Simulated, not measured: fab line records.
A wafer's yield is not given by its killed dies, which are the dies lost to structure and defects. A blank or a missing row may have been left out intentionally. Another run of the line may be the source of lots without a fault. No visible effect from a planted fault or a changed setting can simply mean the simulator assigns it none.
fab line records | flow n5Finfet
record: lots: 4 | wafers: 12 | lastDay: 16
route steps=1938 shown BEOL_M2@921 BEOL_M3@931 BEOL_M4@1111 PASSIVATION@1936
lots with no fault: from the same line, run without faults
startH: start of the lot's first displayed wafer, in hours after the record's first day | waitH: time in hours since the lot's previous step | " identical to the entry in the row above | L1.1+2: several wafers, shown together as one row | - no value present, or no start provided | * or withheld: withheld | < > ~ a bound
route shown NAME@n: NAME is a module with steps in the file, n the number in the route of the first one | usual: average and standard deviation across the fault-free wafers | same: alike in all rows | chamber/n: place in a boat | sites: per-site readings | _std_site: standard deviation across them | _edge_site: outer sites' mean less inner sites' | radiusMm: for every site, how far away it sits from the centre of the wafer | mask NAME#n: copy n | behind: the tool/chamber that last shaped the wafer | hold: reason for holding the lot/hours on hold/outcome of the hold | device: names the non-switching transistor (n, p or np) | end of line: the tests these same wafers got at the end of their route | for a step that has no rows: nothing shown but its recipe | killed: at the first sort, the dies lost to defects and structure; wafer yield is something else | map: shows each die of a wafer: x if killed, . if not, _ if none is there
set.NAME: the run value of the setting; set.NAME@STEP: its run value at that earlier step | model.NAME: the simulator's own value behind a step, which no gauge read
lots at some steps of the route; a table a step, a row a wafer
services: the hour from which a tool's chamber was out of use, counted from the record's first day as startH (under 0 if before that day), plus the number of hours and why
== steps ==
step: N5_BEOL_M2_ECD_50
recipe: material: Cu | targetThkA: 3000
step: N5_BEOL_M2_ANNEAL_51
recipe: tempC: 225 | timeS: 90 | ambient: N2
step: N5_BEOL_M2_CMP_52
recipe: stopOn: SiOC | tOverpolishS: 6.8 | downForcePsi: 1 | platenRpm: 50 | clearingPlatenDownForcePsi: 1.5 | clearingPlatenRpm: 50 | postCmpClean: cuAlkaline | targetThkNm: 40 | clearingPlatenPadVelocityMS: 0.99484 | padVelocityMS: 0.99484
step: N5_BEOL_M2_PRE_CLEAN_60
recipe: gas: NH3/H2 | timeS: 15 | tempC: * | rfPowerW: 300
step: N5_BEOL_M2_CO_CAP_55
recipe: material: Co | targetThkA: 20 | tempC: 200 | precursor: CCTBA/H2 | pressureTorr: 30 | timeS: 102.1
step: N5_BEOL_M2_PRE_CLEAN_56
recipe: gas: NH3 | timeS: 15 | tempC: withheld | rfPowerW: 300
step: N5_BEOL_M2_DEP_57
recipe: material: SiCN | targetThkA: 80 | tempC: withheld | precursor: 3MS/NH3 | pressureTorr: 3 | rfW: 202 | timeS: 14
step: N5_BEOL_M3_ILD_DEP_00
recipe: material: SiOC | targetThkA: 790 | tempC: 350 | precursor: DEMS/O2 | pressureTorr: 5 | rfW: 500 | timeS: 15.3
step: N5_BEOL_M3_PECVD_72
recipe: material: SiO2 | targetThkA: 160 | tempC: 400 | precursor: TEOS/O2 | pressureTorr: 5.5 | rfW: 450 | teosFlowSccm: 53.8 | gas: O2 | flowSccm: 3000 | timeS: 18
usual: heaterPowerW: 688/82 | showerheadPlenumPTorr: 8.79/0.064 | showerheadVppV: 1258/38 | throttleValvePct: 22.4/0.81
lot.wafer | tool     | chamber | startH | waitH | heaterPowerW | showerheadPlenumPTorr | showerheadVppV | throttleValvePct
L222.1    | pecvd-04 | 0       | 147.86 | 0.0   | 630          | 8.87                  | 1249           | 23.1
L222.2    | "        | 2       | "      | "     | 611          | 8.74                  | 1201           | 23.5
L222.6    | "        | 1       | "      | "     | 652          | 8.82                  | 1219           | 22.5
L223.1    | pecvd-04 | 0       | 157.02 | 0.0   | 714          | 8.90                  | 1219           | 23.1
L223.4    | "        | 1       | "      | "     | 616          | 8.82                  | 1225           | 22.7
L223.5    | "        | 0       | "      | "     | 714          | 8.89                  | 1235           | 22.8
L224.2    | pecvd-04 | 0       | 171.30 | 0.0   | 690          | 8.89                  | 1222           | 23.0
L224.4    | "        | 0       | "      | "     | 705          | 8.86                  | 1240           | 23.1
L224.5    | "        | 2       | "      | "     | 512          | 8.73                  | 1237           | 23.3
L238.1    | pecvd-02 | 1       | 249.66 | 0.0   | 666          | 8.77                  | 1273           | 21.9
L238.3    | "        | 2       | "      | "     | 784          | 8.70                  | 1321           | 21.7
L238.5    | "        | 1       | "      | "     | 682          | 8.79                  | 1273           | 21.9
step: N5_BEOL_M3_HM_DEP_02
recipe: material: TiN | targetThkA: 200 | tempC: 25 | chamberPressurePa: 0.49996
step: N5_BEOL_M3_COAT_61
recipe: resist: SOC | tempC: 250 | timeS: 60 | spinRpm: 1500 | resistThkNm: 60
step: N5_BEOL_M3_COAT_62
recipe: resist: SiARC | tempC: 220 | timeS: 60 | spinRpm: 1500 | resistThkNm: 12
step: N5_BEOL_M3_COAT_73
recipe: resist: underlayer | tempC: 205 | timeS: 60 | spinRpm: 1500 | resistThkNm: 5
step: N5_BEOL_M3_COAT_05
recipe: resist: CAR-EUV | spinRpm: 1500 | resistThkNm: 30
step: N5_BEOL_M3_EBR_07
recipe: solvent: PGMEA | ebrWidthMm: 1.5
step: N5_BEOL_M3_SOFTBAKE_06
recipe: tempC: 110 | timeS: 60 | resist: CAR-EUV
step: N5_BEOL_M3_EXPOSE_08
recipe: maskId: M3 | na: 0.33 | sourceShape: dipole | sigmaInner: 0.369 | sigmaOuter: 0.767 | polarization: unpolarized | doseMj: 33
step: N5_BEOL_M3_PEB_09
recipe: pebTempC: 100 | pebTimeS: 60 | resist: CAR-EUV
step: N5_BEOL_M3_DEVELOP_10
recipe: developTimeS: 30 | developer: TMAH | resist: CAR-EUV | rinseLiquid: surfactantRinse | dry: airSpin | devTempC: 23
step: N5_BEOL_M3_INSPECT_13
recipe: mode: adi | inspectInstrument: brightfield
usual: rawDefectCount: 461/110
lot.wafer | tool             | chamber | startH | waitH | rawDefectCount
L222.1    | defectInspect-02 | -       | 149.44 | 0.1   | 369
L222.2    | "                | -       | "      | "     | 431
L222.6    | "                | -       | "      | "     | 478
L223.1    | defectInspect-01 | -       | 158.09 | 0.1   | 1258
L223.4    | "                | -       | "      | "     | 280
L223.5    | "                | -       | "      | "     | 1215
L224.2    | defectInspect-01 | -       | 172.65 | 0.0   | 1330
L224.4    | "                | -       | "      | "     | 1570
L224.5    | "                | -       | "      | "     | 833
L238.1    | defectInspect-01 | -       | 250.19 | 0.1   | 465
L238.3    | "                | -       | "      | "     | 390
L238.5    | "                | -       | "      | "     | 355
step: N5_BEOL_M3_DESCUM_16
recipe: chemistry: O2 | timeS: 7 | sourcePowerW: 50 | biasPowerW: 20 | pressureMtorr: 20 | rfFrequencyHz: 2.712e+07 | tempC: 40 | resist: CAR-EUV | o2FlowSccm: 225
step: N5_BEOL_M4_RC_MEAS_101
usual: DIBL_N: 36.5/1.8 | DIBL_P: 36.5/2.1 | IOFF_N: 0.17/0.031 | IOFF_P: 0.22/0.036 | ION_N: 677/11 | ION_P: 463/8 | SS_N: 71.6/0.61 | SS_P: 73.3/0.63 | VT_N: 249/3.1 | VT_P: -250/3.3
lot.wafer | tool      | chamber | startH | waitH | DIBL_N[mV/V] | DIBL_P[mV/V] | IOFF_N[nA/um] | IOFF_P[nA/um] | ION_N[uA/um] | ION_P[uA/um] | SS_N[mV/dec] | SS_P[mV/dec] | VT_N[mV] | VT_P[mV]
L222.1    | prober-01 | 0       | 180.59 | 0.0   | 35.0         | 37.0         | 0.16          | 0.19          | 670          | 455          | 72.1         | 73.0         | 251      | -254
L222.2    | "         | 0       | "      | "     | 34.5         | 35.9         | 0.15          | 0.17          | 672          | 451          | 71.5         | 73.1         | 248      | -256
L222.6    | "         | 0       | "      | "     | 34.1         | 35.2         | 0.14          | 0.17          | 666          | 450          | 71.0         | 73.4         | 251      | -255
L223.1    | prober-02 | 0       | 182.56 | 0.0   | 39.1         | 39.7         | 0.20          | 0.22          | 688          | 466          | 71.6         | 74.0         | 247      | -250
L223.4    | "         | 0       | "      | "     | 38.0         | 38.9         | 0.18          | 0.21          | 693          | 463          | 72.3         | 74.4         | 246      | -253
L223.5    | "         | 0       | "      | "     | 40.0         | 40.0         | 0.21          | 0.24          | 696          | 470          | 71.4         | 74.2         | 241      | -251
L224.2    | prober-01 | 0       | 189.63 | 0.2   | 33.7         | 32.9         | 0.11          | 0.16          | 671          | 462          | 70.7         | 72.9         | 255      | -256
L224.4    | "         | 0       | "      | "     | 37.3         | 36.3         | 0.16          | 0.20          | 679          | 460          | 71.9         | 73.5         | 249      | -250
L224.5    | "         | 0       | "      | "     | 35.8         | 35.9         | 0.14          | 0.19          | 685          | 463          | 71.2         | 73.6         | 252      | -251
L238.1    | prober-02 | 0       | 277.34 | 0.0   | 40.0         | 39.8         | 0.21          | 0.25          | 674          | 458          | 72.4         | 74.4         | 246      | -246
L238.3    | "         | 0       | "      | "     | 36.5         | 34.6         | 0.13          | 0.19          | 649          | 454          | 71.9         | 72.9         | 254      | -251
L238.5    | "         | 0       | "      | "     | 38.7         | 38.6         | 0.17          | 0.23          | 680          | 468          | 72.4         | 73.4         | 249      | -248
step: N5_PASSIVATION_PROBE_49
usual: defectLimitedYield: 91.4/1.5 | killed_at_M0_to_M3: 35/11 | killed_at_M4_up: 16/7 | killedAtContacts: 11/5.3 | killedAtFrontEnd: 37/11 | killedAtOther: 3.1/2.8 | killedDies: 102/18 | killedOnRim: 13/3.7 | killedOpen: 69/15 | killedShort: 31/7.8 | sort_bin_5_function: 5.1/1.1 | sort_bin_6_memory: 3.2/0.69 | sortNPass: 1078/18 | sortYieldPct: 91.4/1.5
same: grossDies: 1180 | killedAtBackSide: 0 | sort_bin_4_leakage[%]: 0 | sort_bin_8_speed[%]: 0
lot.wafer | tool      | chamber | startH | waitH | defectLimitedYield[%] | killed_at_M0_to_M3 | killed_at_M4_up | killedAtContacts | killedAtFrontEnd | killedAtOther | killedDies | killedOnRim | killedOpen | killedShort | sort_bin_5_function[%] | sort_bin_6_memory[%] | sortNPass | sortYieldPct[%]
L222.1    | prober-01 | -       | 287.63 | 0.0   | 93.1                  | 31                 | 12              | 6                | 29               | 3             | 81         | 12          | 53         | 25          | 3.5                    | 3.3                  | 1099      | 93.1
L222.2    | prober-01 | -       | 287.68 | 0.1   | 90.0                  | 51                 | 9               | 8                | 45               | 5             | 118        | 23          | 75         | 43          | 6.6                    | 3.0                  | 1062      | 90.0
L222.6    | prober-01 | -       | 287.88 | 0.3   | 93.0                  | 30                 | 12              | 4                | 34               | 3             | 83         | 9           | 59         | 23          | 3.9                    | 2.8                  | 1097      | 93.0
L223.1    | prober-01 | -       | 295.56 | 0.0   | 84.7                  | 101                | 18              | 14               | 47               | 1             | 181        | 28          | 80         | 38          | 9.6                    | 3.6                  | 999       | 84.7
L223.4    | prober-01 | -       | 295.71 | 0.2   | 90.0                  | 28                 | 7               | 11               | 70               | 2             | 118        | 12          | 73         | 45          | 6.1                    | 3.5                  | 1062      | 90.0
L223.5    | prober-01 | -       | 295.76 | 0.2   | 84.7                  | 91                 | 23              | 15               | 48               | 3             | 180        | 27          | 85         | 28          | 8.5                    | 4.8                  | 1000      | 84.7
L224.2    | prober-01 | -       | 301.08 | 0.1   | 82.6                  | 117                | 33              | 24               | 28               | 3             | 205        | 30          | 113        | 29          | 9.5                    | 5.8                  | 975       | 82.6
L224.4    | prober-01 | -       | 301.18 | 0.2   | 83.1                  | 118                | 20              | 20               | 37               | 5             | 200        | 36          | 98         | 39          | 10.0                   | 5.2                  | 980       | 83.1
L238.1    | prober-01 | -       | 390.78 | 0.0   | 92.7                  | 29                 | 19              | 4                | 34               | 0             | 86         | 17          | 57         | 29          | 4.2                    | 3.0                  | 1094      | 92.7
L238.3    | prober-01 | -       | 390.88 | 0.1   | 93.4                  | 39                 | 11              | 1                | 25               | 2             | 78         | 7           | 50         | 27          | 4.3                    | 1.9                  | 1102      | 93.4
L238.5    | prober-01 | -       | 390.98 | 0.2   | 92.5                  | 41                 | 2               | 7                | 34               | 5             | 89         | 10          | 58         | 28          | 3.8                    | 3.3                  | 1091      | 92.5
killed by level:class
L222.1 BEOL_M0_SAQP:geometricParticle:open=12 BEOL_M0_SAQP:geometricParticle:short=8 MOL_CONTACT_COAG:geometricParticle:open=6 FIN_SAQP:geometricParticle:open=5 FIN_SAQP:geometricParticle:short=5 STI_FIN_REVEAL:geometricParticle:open=4 BEOL_M5:geometricParticle:open=4 DUMMY_GATE:geometricParticle:open=3
L222.2 BEOL_M0_SAQP:geometricParticle:short=12 BEOL_M0_SAQP:geometricParticle:open=11 BEOL_M0:geometricParticle:open=8 MOL_CONTACT_COAG:geometricParticle:open=7 BEOL_M3:geometricParticle:open=7 BEOL_M2:geometricParticle:open=6 FIN_SAQP:geometricParticle:open=5 FIN_SAQP:geometricParticle:short=5
L222.6 BEOL_M2:geometricParticle:open=9 BEOL_M3:geometricParticle:open=8 FIN_SAQP:geometricParticle:short=6 GATE_CUT:geometricParticle:short=6 GATE_CUT:geometricParticle:open=6 DUMMY_GATE:geometricParticle:open=5 BEOL_M0_SAQP:geometricParticle:open=5 BEOL_M6:geometricParticle:open=5
L223.1 BEOL_M3:unspecified=59 BEOL_M0_SAQP:geometricParticle:short=13 MOL_CONTACT_COAG:geometricParticle:open=11 BEOL_M0_SAQP:geometricParticle:open=11 BEOL_M4:geometricParticle:open=11 DUMMY_GATE:geometricParticle:open=10 BEOL_M3:geometricParticle:open=9 FIN_SAQP:geometricParticle:open=6
L223.4 STI_FIN_REVEAL:geometricParticle:open=18 FIN_SAQP:geometricParticle:short=12 FIN_SAQP:geometricParticle:open=11 MOL_CONTACT_COAG:geometricParticle:open=10 BEOL_M0_SAQP:geometricParticle:open=7 BEOL_M0_SAQP:geometricParticle:short=7 BEOL_M3:geometricParticle:open=6 DUMMY_GATE:geometricParticle:open=6
L223.5 BEOL_M3:unspecified=65 MOL_CONTACT_COAG:geometricParticle:open=15 FIN_SAQP:geometricParticle:open=11 BEOL_M4:geometricParticle:open=11 DUMMY_GATE:geometricParticle:open=8 BEOL_M0_SAQP:geometricParticle:short=7 STI_FIN_REVEAL:geometricParticle:open=6 BEOL_M0_SAQP:geometricParticle:open=6
L224.2 BEOL_M3:unspecified=63 MOL_CONTACT_COAG:geometricParticle:open=21 BEOL_M4:geometricParticle:open=20 BEOL_M0_SAQP:geometricParticle:open=14 BEOL_M2:geometricParticle:open=12 BEOL_M3:geometricParticle:open=11 BEOL_M0_SAQP:geometricParticle:short=10 FIN_SAQP:geometricParticle:open=8
L224.4 BEOL_M3:unspecified=63 MOL_CONTACT_COAG:geometricParticle:open=18 BEOL_M3:geometricParticle:open=17 BEOL_M0_SAQP:geometricParticle:open=11 STI_FIN_REVEAL:geometricParticle:open=11 BEOL_M0_SAQP:geometricParticle:short=11 BEOL_M4:geometricParticle:open=8 FIN_SAQP:geometricParticle:short=7
L238.1 STI_FIN_REVEAL:geometricParticle:open=13 BEOL_M2:geometricParticle:open=10 FIN_SAQP:geometricParticle:short=8 BEOL_M3:geometricParticle:open=7 BEOL_M4:geometricParticle:open=7 BEOL_M0_SAQP:geometricParticle:short=5 BEOL_M0_SAQP:geometricParticle:open=3 BEOL_M4:geometricParticle:short=3
L238.3 BEOL_M0_SAQP:geometricParticle:short=15 STI_FIN_REVEAL:geometricParticle:open=10 BEOL_M0_SAQP:geometricParticle:open=8 BEOL_M2:geometricParticle:open=6 BEOL_M3:geometricParticle:open=5 FIN_SAQP:geometricParticle:short=3 BEOL_M4:geometricParticle:open=3 BEOL_M7:geometricParticle:open=3
L238.5 BEOL_M2:geometricParticle:open=9 BEOL_M0_SAQP:geometricParticle:short=8 STI_FIN_REVEAL:geometricParticle:open=7 BEOL_M3:geometricParticle:open=7 FIN_SAQP:geometricParticle:open=6 MOL_CONTACT_COAG:geometricParticle:open=6 BEOL_M0_SAQP:geometricParticle:open=6 DUMMY_GATE:geometricParticle:open=4
map L223.1 (x killed, . not)
_________________............________________
______________....x..x...x.....x_____________
___________..............x.........__________
__________....x................xx..._________
________.x.......x...........x.....x.._______
_______...........x............x......x______
______...................x.....x........_____
_____......x...x.......x.x..............x____
____..x...x.x...............x.............___
___x....x..........x................x.x....__
___.x.....x..x.xx....x...........x......x.x__
__.........x.......x.......x.x.............._
__..............xx...x...........x...x..x..._
_..x.......x...x.....x..x.x..................
_.x...........x.......x.........x...x....xx.x
_x..x...........................x.......x....
_.......x.....x......x.........xx.....x......
_.....xx...........x.x..............x........
_....x....x................x.x......x........
_.....x.x.x....x...............x............x
_......x..............x..xx.......x.x...x....
__.........................................._
__...x..x...........x..x.....x.......x......_
___............x...........................__
___....x......x...x..x.x....x...........x..__
____.....................x................___
_____.................x..................____
______.....x........x..........x....x..._____
_______......xx..xxx.x.................______
________.......xxxxxx..xx...x...x....._______
__________.x.xxxxxxxxxx.......x....._________
___________.xxxxxxxxxxxxx.xx.......__________
______________xxxxxxxxxxx......x_____________
_________________xxxxxxxxx...________________
map L224.2 (x killed, . not)
_________________.........x.x________________
______________.................._____________
___________.x.........x.....x......__________
__________....xxx.............x....._________
________.........x....x..............._______
_______.....x.........x..xx.....x......______
______......x.........x...........x....._____
_____.......x.x...xx....x.x........xx...x____
____..x.............x......x....x.........___
___.xx.x...........................x.......__
___.....................x....x.....x.......__
__..........x..x......x..x..x.....x........._
__.xx.....x..........x.x..................x._
_....x...x........x.........x..x.............
_......x.....x..xx...........................
_....x.xx.x...............x..............x...
_.......x..x.....x.....x...........x..x......
_..........x..................x......x...xx..
_.......x.....x.x...........x................
_.....................x..x...xx.....x..x.....
_.....x.................x.............x......
__..................x.......x......x...x...._
__................x....x..x................._
___x.........x.x.x.......x..........x......__
___......x.....x.....x............xxxx.....__
____x..x.x...x...............x............___
_____.x........x..x.....xx..x....x.....x.____
______x..x..x......x...xx..xx..........._____
_______x.......xxx.xx..x.......x.......______
________.....xxxxxxxxxxx.x......xx..x._______
__________..xxxxxxxxxxxx..x........._________
___________xxxxxxxxxxxxxxx...x.x...__________
______________xxxxxxxxxxx.x....._____________
_________________xxxxxxxxx...________________
== services ==
tool     | chamber | startH | hours | kind
pecvd-04 | 2       | 131.19 | 15.6  | repair
pecvd-02 | 0       | 148.80 | 5.5   | scheduledDown
pecvd-04 | 2       | 154.24 | 4.7   | repair
pecvd-04 | 2       | 202.38 | -     | clean
pecvd-04 | 2       | 202.38 | -     | consumableReplace:showerhead
pecvd-04 | 2       | 202.38 | 29.0  | scheduledDown
pecvd-04 | 2       | 202.38 | 29.0  | ventCycle
pecvd-02 | 2       | 202.45 | 4.4   | repair
pecvd-02 | 0       | 207.75 | 5.0   | scheduledDown
pecvd-04 | 0       | 208.94 | 1.9   | repair
pecvd-02 | 2       | 210.16 | 5.3   | repair
pecvd-04 | 1       | 216.87 | 14.9  | repair
pecvd-04 | -       | 222.72 | 0.5   | repair
== key ==
firstSign: step: N5_BEOL_M3_INSPECT_13 | reading: rawDefectCount | direction: up | sigmas: 8.3 | usual: 461 | struck: 1343
effect: step: N5_PASSIVATION_PROBE_49 | reading: killed_at_M0_to_M3 | direction: up | sigmas: 6.5 | usual: 35 | struck: 107
moreKillsBornAt: N5_BEOL_M3_PECVD_72@pecvd-04: 250
metAt N5_BEOL_M3_PECVD_72
struckWafers L223.1,L223.5,L224.2,L224.4
onsetBetween 147.86 157.02
fault: kind: chamberParticleSource | tool: pecvd-04 | chamber: 0 | onsetH: 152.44 | steps: N5_BEOL_M3_PECVD_72 | ratePerVisitCm2: 1.2678 | endH: 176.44
